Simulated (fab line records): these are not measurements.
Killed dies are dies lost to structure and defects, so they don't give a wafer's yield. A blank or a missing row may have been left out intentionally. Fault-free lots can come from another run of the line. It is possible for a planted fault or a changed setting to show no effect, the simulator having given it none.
fab line records -- flow n5Finfet
[record] lots = 6, wafers = 18, lastDay = 17
route steps=1938 shown STI_FIN_REVEAL@186 BEOL_M4@1111 PASSIVATION@1936
lots that met no fault: taken from a fault-free run of the same line
startH: start of the lot's first displayed wafer, in hours after the record's first day -- waitH: hours elapsed since this lot's preceding step -- " identical to the entry in the row above -- L1.1+2: one row covering several wafers at once -- - value missing, or start not given -- * or withheld: withheld -- < > ~ a bound
route shown NAME@n: NAME is a module with steps in the file, n the number in the route of the first one -- usual: the fault-free wafers' mean and standard deviation -- same: alike in all rows -- chamber/n: place in a boat -- sites: each site's reading -- _std_site: standard deviation of those values -- _edge_site: mean of outer sites minus mean of inner sites -- radiusMm: how far each site lies from the wafer's centre -- mask NAME#n: copy n -- behind: the most recent tool/chamber to have shaped the wafer -- hold: what put the lot on hold/how long, in hours/how the hold closed -- device: which transistor (n, p or np) failed to switch -- end of line: tests of these same wafers at the route's end -- a step given without rows: its recipe and nothing more -- killed: the dies lost at the first sort to structure and to defects; this is not the yield of the wafer -- map: the dies of a wafer, with x for killed, . for not killed, _ for no die there
set.NAME: the run value of the setting; set.NAME@STEP: its run value at that earlier step -- model.NAME: the simulator's own value behind a step, which no gauge read
lots at some steps of the route; a table a step, a row a wafer
services: the hour from which a tool's chamber was out of use, counted from the record's first day as startH (under 0 if before that day), plus the number of hours and why
[[steps]]
[step N5_STI_FIN_REVEAL_DENSIFY_02]
[recipe] tempC = 650, ambient = steam, timeS = 1800, idleTempC = 400, densificationPH2oTorr = 640
[step N5_STI_FIN_REVEAL_CMP_04]
[recipe] stopOn = Si3N4, tOverpolishS = 4, downForcePsi = 2, platenRpm = 54.18, postCmpClean = alkalineBrush, padVelocityMS = 1.078, targetThkNm = 131.83
[usual] motorCurrentA = 7.9/0.68, overpolishRunS = 4.000/0.009, timeToEndpointS = 104/5.3
lot.wafer,tool,chamber,startH,waitH,motorCurrentA,overpolishRunS,timeToEndpointS
L824.1,cmp-04,2,53.54,0.0,7.1,3.999,109
L824.5,cmp-04,2,53.54,0.0,7.4,4.004,111
L824.6,cmp-04,3,53.54,0.0,8.8,3.999,111
L827.3,cmp-03,2,71.16,0.2,7.9,4.000,106
L827.2,cmp-03,3,71.16,0.2,7.2,3.991,112
L827.6,cmp-03,3,71.16,0.2,7.4,3.993,111
L834.4,cmp-03,3,111.26,0.1,7.2,3.995,116
L834.1,cmp-03,0,111.26,0.1,7.0,3.993,114
L834.6,cmp-03,2,111.26,0.1,7.8,4.001,106
L837.2,cmp-04,1,129.53,0.0,7.0,4.012,103
L837.4,cmp-04,3,129.53,0.0,8.4,3.990,110
L837.3,cmp-04,0,129.53,0.0,9.4,3.991,112
L842.1,cmp-02,1,160.29,0.1,7.2,4.013,101
L842.2,cmp-02,2,160.29,0.1,8.0,4.011,109
L842.5,cmp-02,0,160.29,0.1,8.0,3.992,103
L843.3,cmp-04,0,165.14,0.1,8.9,3.991,105
L843.1,cmp-04,1,165.14,0.1,7.6,3.988,96
L843.5,cmp-04,3,165.14,0.1,8.6,4.017,104
[step N5_STI_FIN_REVEAL_THK_MEAS_05]
[usual] thkNm = 131.9/1.2
lot.wafer,tool,chamber,startH,waitH,thkNm
L824.1,filmMetro-02,-,53.83,-,132.9
L824.5,filmMetro-02,-,53.83,-,132.0
L824.6,filmMetro-02,-,53.83,-,132.4
L827.2,filmMetro-01,-,71.45,-,132.5
L827.3,filmMetro-01,-,71.45,-,132.0
L827.6,filmMetro-01,-,71.45,-,132.9
L834.1,filmMetro-01,-,111.48,-,133.9
L834.4,filmMetro-01,-,111.48,-,132.8
L834.6,filmMetro-01,-,111.48,-,133.4
L837.2,filmMetro-02,-,129.82,-,131.9
L837.3,filmMetro-02,-,129.82,-,132.7
L837.4,filmMetro-02,-,129.82,-,133.2
L842.1,filmMetro-02,-,160.51,-,131.1
L842.2,filmMetro-02,-,160.51,-,131.9
L842.5,filmMetro-02,-,160.51,-,131.5
L843.1,filmMetro-01,-,165.40,-,129.6
L843.3,filmMetro-01,-,165.40,-,132.5
L843.5,filmMetro-01,-,165.40,-,132.8
[step N5_STI_FIN_REVEAL_DENSIFY_30]
[recipe] tempC = *, timeS = *, ambient = N2, idleTempC = 600, rampUpCPerS = 150, rampDownCPerS = 60, coolToC = 600
[usual] lampPowerPct = 11.54/0.055, wafer_temp_C_max = *
lot.wafer,tool,chamber,startH,waitH,lampPowerPct,wafer_temp_C_max
L824.1,rtpAnneal-02,0,53.97,0.1,11.52,*
L824.5,rtpAnneal-02,0,53.97,0.1,11.52,*
L824.6,rtpAnneal-02,0,53.97,0.1,11.51,*
L827.2,rtpAnneal-02,0,71.51,0.1,11.54,*
L827.3,rtpAnneal-02,0,71.51,0.1,11.51,*
L827.6,rtpAnneal-02,0,71.51,0.1,11.48,*
L834.1,rtpAnneal-02,0,111.73,0.2,11.51,*
L834.4,rtpAnneal-02,0,111.73,0.2,11.40,*
L834.6,rtpAnneal-02,0,111.73,0.2,11.53,*
L837.2,rtpAnneal-01,0,129.88,0.1,11.63,*
L837.3,rtpAnneal-01,0,129.88,0.1,11.56,*
L837.4,rtpAnneal-01,0,129.88,0.1,11.55,*
L842.1,rtpAnneal-02,0,160.54,0.0,11.57,*
L842.2,rtpAnneal-02,0,160.54,0.0,11.62,*
L842.5,rtpAnneal-02,0,160.54,0.0,11.52,*
L843.1,rtpAnneal-02,0,165.48,0.1,11.62,*
L843.3,rtpAnneal-02,0,165.48,0.1,11.57,*
L843.5,rtpAnneal-02,0,165.48,0.1,11.60,*
[step N5_STI_FIN_REVEAL_ETCHBACK_08]
[recipe] chemistry = C4F6/O2, target = SiO2, targetDepthA = 305, timeS = 10.167, ionEnergyEv = 250, pressureMtorr = 30, sourceW = 345, biasW = 185, Ar_flow_sccm = 300, C4F6_flow_sccm = 10, O2_flow_sccm = 10
[usual] chamberPressureMTorr = 30.000/0.029, drypumpMotorCurrentA = 6.0/0.38, mfcArSccm = 299.9/0.97, oes_o_777_au = 0.77/0.08, oesProductAu = 0.78/0.081, rfVppV = 667/12, showerheadPlenumPTorr = 2.83/0.082, throttleValvePct = 21.11/0.22
lot.wafer,tool,chamber,startH,waitH,chamberPressureMTorr,drypumpMotorCurrentA,mfcArSccm,oes_o_777_au,oesProductAu,rfHoursCounterH,rfVppV,showerheadPlenumPTorr,throttleValvePct
L824.1,rieDiel-03,0,54.28,0.3,30.040,6.0,299.0,0.79,0.79,80,673,2.75,20.91
L824.5,rieDiel-03,0,54.28,0.3,29.997,6.0,298.3,0.79,0.79,-,670,2.75,20.91
L824.6,rieDiel-03,1,54.28,0.3,30.023,6.6,300.3,0.75,0.75,-,654,2.83,21.27
L827.2,rieDiel-04,3,71.93,0.4,30.009,5.1,299.7,0.69,0.70,249,686,2.90,21.41
L827.3,rieDiel-04,0,71.93,0.4,30.017,5.8,299.9,0.70,0.70,223,655,2.71,21.14
L827.6,rieDiel-04,2,71.93,0.4,30.000,6.1,301.6,0.72,0.74,-,680,2.82,21.16
L834.1,rieDiel-02,2,111.94,0.2,30.001,5.9,300.1,0.74,0.76,143,668,2.96,21.03
L834.4,rieDiel-02,3,111.94,0.2,30.000,5.5,301.1,0.63,0.67,244,684,2.94,21.69
L834.6,rieDiel-02,2,111.94,0.2,29.972,5.9,299.5,0.74,0.75,-,667,2.96,21.04
L837.2,rieDiel-04,0,130.26,0.3,29.999,5.7,300.6,0.69,0.69,246,655,2.70,21.18
L837.3,rieDiel-04,1,130.26,0.3,30.006,6.3,300.1,0.84,0.84,67,652,2.77,20.74
L837.4,rieDiel-04,2,130.26,0.3,30.028,6.1,300.0,0.71,0.73,205,679,2.81,21.19
L842.1,rieDiel-04,1,160.75,0.2,30.020,6.3,299.1,0.83,0.83,81,651,2.76,20.77
L842.2,rieDiel-04,3,160.75,0.2,29.907,5.1,300.6,0.89,0.91,24,686,2.89,21.18
L842.5,rieDiel-04,1,160.75,0.2,30.009,6.3,299.5,0.83,0.82,-,653,2.76,20.76
L843.1,rieDiel-02,0,165.69,0.2,30.001,6.4,300.3,0.83,0.85,73,663,2.77,21.09
L843.3,rieDiel-02,1,165.69,0.2,29.966,6.1,300.4,0.69,0.69,207,663,2.83,21.04
L843.5,rieDiel-02,1,165.69,0.2,30.010,6.1,301.0,0.69,0.69,-,662,2.83,21.04
[step N5_STI_FIN_REVEAL_STRIP_24]
[recipe] chemistry = N2/H2, timeS = 90, powerW = 100, tempC = 40, pressureMtorr = 100, rfFrequencyHz = 6e+07, biasPowerW = 3, n2FlowSccm = 300, h2FlowSccm = 300
[step N5_STI_FIN_REVEAL_PRECLEAN_25]
[recipe] chemistry = SPM, timeS = 90, tempC = 120, mix = 4:1
[step N5_STI_FIN_REVEAL_PRECLEAN_26]
[recipe] chemistry = SC1, timeS = 45, tempC = 46, mix = 1:2:100
[step N5_STI_FIN_REVEAL_PRECLEAN_29]
[recipe] chemistry = DHF, timeS = 30, tempC = 25, dilution = 300:1
[step N5_STI_FIN_REVEAL_SRD_12]
[recipe] timeS = 30, tempC = 23, rinseLiquid = diw, dry = ipaMarangoni
[step N5_STI_FIN_REVEAL_RECESS_09]
[recipe] chemistry = HF/NH3, target = SiO2, afsCycles = 11, targetDepthA = 425, tempC = 30, sublimationTempC = 180, sublimationTimeS = 60
[usual] drypumpMotorCurrentA = 5.42/0.29
lot.wafer,tool,chamber,startH,waitH,drypumpMotorCurrentA
L824.1,vaporEtch-02,0,54.53,0.0,5.48
L824.5,vaporEtch-02,0,55.59,1.1,5.48
L824.6,vaporEtch-02,1,55.59,1.1,5.06
L827.2,vaporEtch-01,1,72.18,0.0,5.87
L827.3,vaporEtch-01,0,72.18,0.0,5.56
L827.6,vaporEtch-01,0,72.18,0.0,5.56
L834.1,vaporEtch-02,0,112.29,0.0,5.48
L834.4,vaporEtch-02,0,112.29,0.0,5.49
L834.6,vaporEtch-02,1,112.29,0.0,5.06
L837.2,vaporEtch-02,1,130.51,0.0,5.02
L837.3,vaporEtch-02,1,130.51,0.0,5.04
L837.4,vaporEtch-02,0,130.51,0.0,5.46
L842.1,vaporEtch-02,0,161.00,0.0,5.48
L842.2,vaporEtch-02,1,161.00,0.0,5.06
L842.5,vaporEtch-02,0,162.06,1.1,5.46
L843.1,vaporEtch-02,1,165.94,0.0,5.05
L843.3,vaporEtch-02,1,165.94,0.0,5.09
L843.5,vaporEtch-02,0,165.94,0.0,5.48
[step N5_STI_FIN_REVEAL_STRIP_16]
[recipe] chemistry = H3PO4, material = SiNx, tempC = 165, targetDepthA = 238, overetchFraction = 0.4964, dry = ipaMarangoni
[step N5_STI_FIN_REVEAL_PRECLEAN_17]
[recipe] chemistry = NF3:NH3, afsCycles = 1, tempC = 30, timeS = 20, sublimationTempC = 180, sublimationTimeS = 60, pressureTorr = 3, rfPowerW = 30
[usual] timeS = 20/0
lot.wafer,tool,chamber,startH,waitH,timeS
L824.1,remotePlasma-01,1,56.42,0.0,20
L824.5,remotePlasma-01,1,56.42,0.0,20
L824.6,remotePlasma-01,1,56.42,0.0,20
L827.2,remotePlasma-02,1,74.10,0.1,20
L827.3,remotePlasma-02,1,74.10,0.1,20
L827.6,remotePlasma-02,1,74.10,0.1,20
L834.1,remotePlasma-02,1,114.18,0.0,20
L834.4,remotePlasma-02,1,114.18,0.0,20
L834.6,remotePlasma-02,1,114.18,0.0,20
L837.2,remotePlasma-02,1,132.43,0.1,20
L837.3,remotePlasma-02,1,132.43,0.1,20
L837.4,remotePlasma-02,1,132.43,0.1,20
L842.1,remotePlasma-02,0,162.89,0.0,20
L842.2,remotePlasma-02,0,162.89,0.0,20
L842.5,remotePlasma-02,0,162.89,0.0,21.641
L843.1,remotePlasma-02,0,167.83,0.0,20
L843.3,remotePlasma-02,0,167.83,0.0,20
L843.5,remotePlasma-02,0,167.83,0.0,21.641
[step N5_STI_FIN_REVEAL_ETCH_34]
[recipe] chemistry = H2, mode = isotropic, material = Si, target = Si, targetDepthA = 9.7, tempC = 20, pressureMtorr = 4.5, icpW = 300, biasW = 0, h2FlowSccm = 7.5, heFlowSccm = 142.5
[usual] chamberPressureMTorr = 4.500/0.0042, drypumpMotorCurrentA = 5.8/0.46, oesProductAu = 1.005/0.021, throttleValvePct = 25.9/0.53
lot.wafer,tool,chamber,startH,waitH,chamberPressureMTorr,drypumpMotorCurrentA,oesProductAu,rfHoursCounterH,throttleValvePct
L824.1,rieSi-02,2,56.62,0.2,4.496,6.5,1.021,68,26.6
L824.5,rieSi-02,1,56.62,0.2,4.501,5.1,0.995,-,26.4
L824.6,rieSi-02,2,56.62,0.2,4.502,6.5,1.032,-,26.6
L827.2,rieSi-03,3,74.27,0.1,4.501,5.9,0.987,29,26.0
L827.3,rieSi-03,2,74.27,0.1,4.505,5.3,0.979,67,26.8
L827.6,rieSi-03,1,74.27,0.1,4.498,6.1,0.981,-,26.0
L834.1,rieSi-02,2,114.38,0.2,4.501,6.4,1.028,69,26.5
L834.4,rieSi-02,3,114.38,0.2,4.496,6.2,0.988,112,26.3
L834.6,rieSi-02,0,114.38,0.2,4.493,5.1,1.016,-,25.5
L837.2,rieSi-05,0,132.60,0.1,4.501,6.0,1.025,170,26.3
L837.3,rieSi-05,3,132.60,0.1,4.502,6.3,0.983,128,25.3
L837.4,rieSi-05,1,132.60,0.1,4.499,6.0,1.031,103,25.1
L842.1,rieSi-02,0,163.10,0.2,4.498,5.1,1.007,149,25.5
L842.2,rieSi-02,2,163.10,0.2,4.500,6.5,1.025,70,26.5
L842.5,rieSi-02,2,163.10,0.2,4.497,6.5,1.024,-,26.6
L843.1,rieSi-05,3,168.03,0.2,4.504,6.3,0.982,129,25.3
L843.3,rieSi-05,2,168.03,0.2,4.501,6.1,1.027,101,25.7
L843.5,rieSi-05,1,168.03,0.2,4.496,6.0,1.040,-,25.1
[step N5_BEOL_M4_RC_MEAS_101]
[usual] DIBL_N = 37.2/1.9, DIBL_P = 37.3/2.2, IOFF_N = 0.18/0.038, IOFF_P = 0.22/0.039, ION_N = 678/11, ION_P = 462/6.9, SS_N = 71.8/0.68, SS_P = 73.5/0.65, VT_N = 249/3.4, VT_P = -250/3.2
lot.wafer,tool,chamber,startH,waitH,DIBL_N[mV/V],DIBL_P[mV/V],IOFF_N[nA/um],IOFF_P[nA/um],ION_N[uA/um],ION_P[uA/um],SS_N[mV/dec],SS_P[mV/dec],VT_N[mV],VT_P[mV]
L824.1,prober-02,0,193.14,0.0,38.1,37.4,0.19,0.24,679,463,72.2,73.3,246,-248
L824.5,prober-02,0,193.14,0.0,39.0,37.6,0.20,0.25,677,461,72.1,73.3,245,-248
L824.6,prober-02,0,193.14,0.0,37.3,36.7,0.18,0.24,683,465,71.3,73.1,246,-248
L827.2,prober-01,0,212.52,0.2,34.8,34.3,0.14,0.20,679,466,71.1,72.7,254,-252
L827.3,prober-01,0,212.52,0.2,33.9,33.2,0.12,0.19,655,462,71.1,72.5,257,-251
L827.6,prober-01,0,212.52,0.2,35.5,35.0,0.14,0.21,672,464,71.0,73.1,253,-247
L837.2,prober-01,0,267.36,0.2,37.0,38.2,0.20,0.21,678,458,72.6,73.7,248,-253
L837.3,prober-01,0,267.36,0.2,33.4,35.4,0.14,0.17,666,454,71.2,72.6,252,-254
L837.4,prober-01,0,267.36,0.2,37.0,39.4,0.21,0.23,686,464,72.8,73.9,247,-251
L834.1,prober-02,0,276.65,0.0,38.9,39.0,0.21,0.25,678,463,72.1,74.8,245,-247
L834.4,prober-02,0,276.65,0.0,36.3,36.7,0.15,0.20,660,457,71.4,73.8,252,-253
L834.6,prober-02,0,276.65,0.0,35.1,34.9,0.13,0.17,660,457,71.6,73.2,255,-253
L842.1,prober-02,0,300.34,0.0,37.6,39.4,0.22,0.26,691,464,72.3,73.6,246,-247
L842.2,prober-02,0,300.34,0.0,39.5,41.4,0.26,0.29,708,476,73.3,73.5,245,-245
L842.5,prober-02,0,300.34,0.0,38.1,39.6,0.21,0.24,688,462,73.0,73.8,247,-247
L843.1,prober-01,0,301.21,0.0,34.1,35.6,0.13,0.16,672,451,70.8,72.7,253,-256
L843.3,prober-01,0,301.21,0.0,35.8,37.4,0.16,0.18,669,452,71.3,73.1,253,-253
L843.5,prober-01,0,301.21,0.0,35.8,36.9,0.15,0.17,667,454,72.3,72.8,252,-255
[step N5_PASSIVATION_PROBE_49]
[usual] defectLimitedYield = 91.2/1.6, killed_at_M0_to_M3 = 31/10, killed_at_M4_up = 14/4.4, killedAtContacts = 13/6, killedAtFrontEnd = 43/13, killedAtOther = 3.5/2.6, killedDies = 104/18, killedOpen = 68/14, killedShort = 34/8.1, sort_bin_4_leakage = 0.01/0.073, sort_bin_5_function = 5.1/1.1, sort_bin_6_memory = 3.3/0.68, sortNPass = 1076/18, sortYieldPct = 91.2/1.6
[same] grossDies = 1180, killedAtBackSide = 0, sort_bin_8_speed[%] = 0
lot.wafer,tool,chamber,startH,waitH,defectLimitedYield[%],killed_at_M0_to_M3,killed_at_M4_up,killedAtContacts,killedAtFrontEnd,killedAtOther,killedDies,killedOpen,killedShort,sort_bin_4_leakage[%],sort_bin_5_function[%],sort_bin_6_memory[%],sortNPass,sortYieldPct[%]
L834.4,prober-01,-,380.07,0.2,95.2,16,16,8,16,1,57,37,20,0,3.1,1.6,1123,95.2
// killed by level:class
L834.4 BEOL_M4:geometricParticle:open=7 MOL_CONTACT_COAG:geometricParticle:open=5 FIN_SAQP:geometricParticle:short=4 DUMMY_GATE:geometricParticle:open=4 GATE_CUT:geometricParticle:short=4 BEOL_M0_SAQP:geometricParticle:open=4 BEOL_M3:geometricParticle:open=4 MOL_CONTACT_COAG:geometricParticle:short=3
[[services]]
tool,chamber,startH,hours,kind
cmp-04,-,32.71,0.8,repair
rieDiel-03,0,38.77,15.3,repair
cmp-02,-,68.65,4.0,pm
rieDiel-04,3,73.27,-,clean
rieDiel-04,3,73.27,-,consumableReplace:focusRing
rieDiel-04,3,73.27,14.5,scheduledDown
rieDiel-04,3,73.27,14.5,ventCycle
cmp-02,-,76.68,1.7,repair
cmp-03,-,79.85,0.5,repair
cmp-04,-,92.92,0.9,repair
rieDiel-04,3,99.28,11.7,repair
rtpAnneal-01,-,110.17,2.6,pm
cmp-03,-,114.62,3.7,pm
cmp-04,-,116.48,6.4,pm
rieSi-03,-,119.49,0.2,repair
cmp-02,-,123.42,1.0,repair
cmp-04,-,131.09,4.0,pm
cmp-04,-,135.09,-,consumableReplace:conditioner
cmp-04,-,135.09,-,consumableReplace:pad
rieDiel-04,0,144.21,-,clean
rieDiel-04,0,144.21,-,consumableReplace:focusRing
rieDiel-04,0,144.21,-,consumableReplace:showerhead
cmp-02,-,153.09,1.6,repair
rieSi-03,3,164.09,1.4,repair
[[key]]
[firstSign] step = N5_STI_FIN_REVEAL_PRECLEAN_17, reading = timeS, direction = up, sigmas = 99+, usual = *, struck = *
effect none on later readings
metAt N5_STI_FIN_REVEAL_PRECLEAN_17
struckWafers L842.5,L843.5
onsetBetween 132.43 162.89
[fault] kind = processParameterDrift, tool = remotePlasma-02, chamber = -, onsetH = 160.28, steps = N5_STI_FIN_REVEAL_PRECLEAN_17, channel = timeS, offset = *, shape = step, endH = 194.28, scope = struckWafersOnly, actsIn = *, stated = *
